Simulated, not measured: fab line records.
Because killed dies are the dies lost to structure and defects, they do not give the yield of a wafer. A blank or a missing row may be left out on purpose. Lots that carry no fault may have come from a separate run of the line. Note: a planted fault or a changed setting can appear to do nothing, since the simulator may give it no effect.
Chamber matching | flow n5Finfet | N5_HKMG_FIN_HK_ALD_01 on aldHk-01 has 4 sister chambers
The step deposits HfO2, target thk 1.6 nm, pulse time 3 s, purge time 3 s. 22 wafers are shown with their chamber, then 11 later ones without.

## WAFERS, EACH WITH ITS CHAMBER
wafer  | chamber | precursorPulseHeightRel
L074.2 | 3       | 1.022
L074.4 | 1       | 1.004
L074.6 | 1       | 0.994
L075.2 | 2       | 1.010
L075.5 | 1       | 0.991
L075.6 | 2       | 0.988
L078.1 | 0       | 0.971
L078.4 | 1       | 1.018
L078.6 | 3       | 1.000
L079.2 | 2       | 1.014
L079.4 | 0       | 1.010
L079.6 | 0       | 1.011
L082.3 | 0       | 1.008
L082.5 | 0       | 0.970
L082.6 | 3       | 1.003
L089.1 | 3       | 0.977
L089.4 | 2       | 1.047
L089.6 | 0       | 1.014
L090.2 | 2       | 0.991
L090.4 | 0       | 1.010
L090.6 | 1       | 0.995
L092.1 | 2       | 1.030

SIGNATURES, as means of the wafers listed above
reading                 | chamber 0 | chamber 1 | chamber 2 | chamber 3 | scatter within a chamber
precursorPulseHeightRel | 0.99914   | 1.00040   | 1.01333   | 1.00050   | 0.0188
Rule: for each reading, subtract the chamber's mean from the wafer's reading, divide by that reading's scatter and square the result; add these up over the readings and take the root, which gives the wafer's distance from the chamber. The wafer belongs to the nearest chamber; if the next one is less than 2 further off, it can't be placed. The scatter is the square root of a quotient: the sum, over the shown wafers, of each reading's squared deviation from its chamber's mean, divided by wafers minus chambers.

## WAFERS WITHOUT THEIR CHAMBER
wafer  | precursorPulseHeightRel
L092.3 | 1.008
L092.4 | 0.965
L093.4 | 0.993
L093.5 | 1.024
L093.6 | 1.000
L095.2 | 1.012
L095.5 | 0.999
L095.6 | 0.984
L096.2 | 0.984
L096.4 | 0.993
L096.5 | 0.978

## EACH ONE'S CHAMBER
wafer  | from the rows above               | in truth
L092.3 | can't be placed: 2 or 3 or 1 or 0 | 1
L092.4 | can't be placed: 0 or 1 or 3 or 2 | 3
L093.4 | can't be placed: 0 or 1 or 3 or 2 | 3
L093.5 | can't be placed: 2 or 3 or 1 or 0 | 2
L093.6 | can't be placed: 1 or 3 or 0 or 2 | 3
L095.2 | can't be placed: 2 or 3 or 1 or 0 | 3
L095.5 | can't be placed: 0 or 1 or 3 or 2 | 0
L095.6 | can't be placed: 0 or 1 or 3 or 2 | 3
L096.2 | can't be placed: 0 or 1 or 3 or 2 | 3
L096.4 | can't be placed: 0 or 1 or 3 or 2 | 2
L096.5 | can't be placed: 0 or 1 or 3 or 2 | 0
Placed correctly: 0 of 11. These rows do not allow placing 11 (true chamber among the candidates in 11). Wrongly placed: 0.
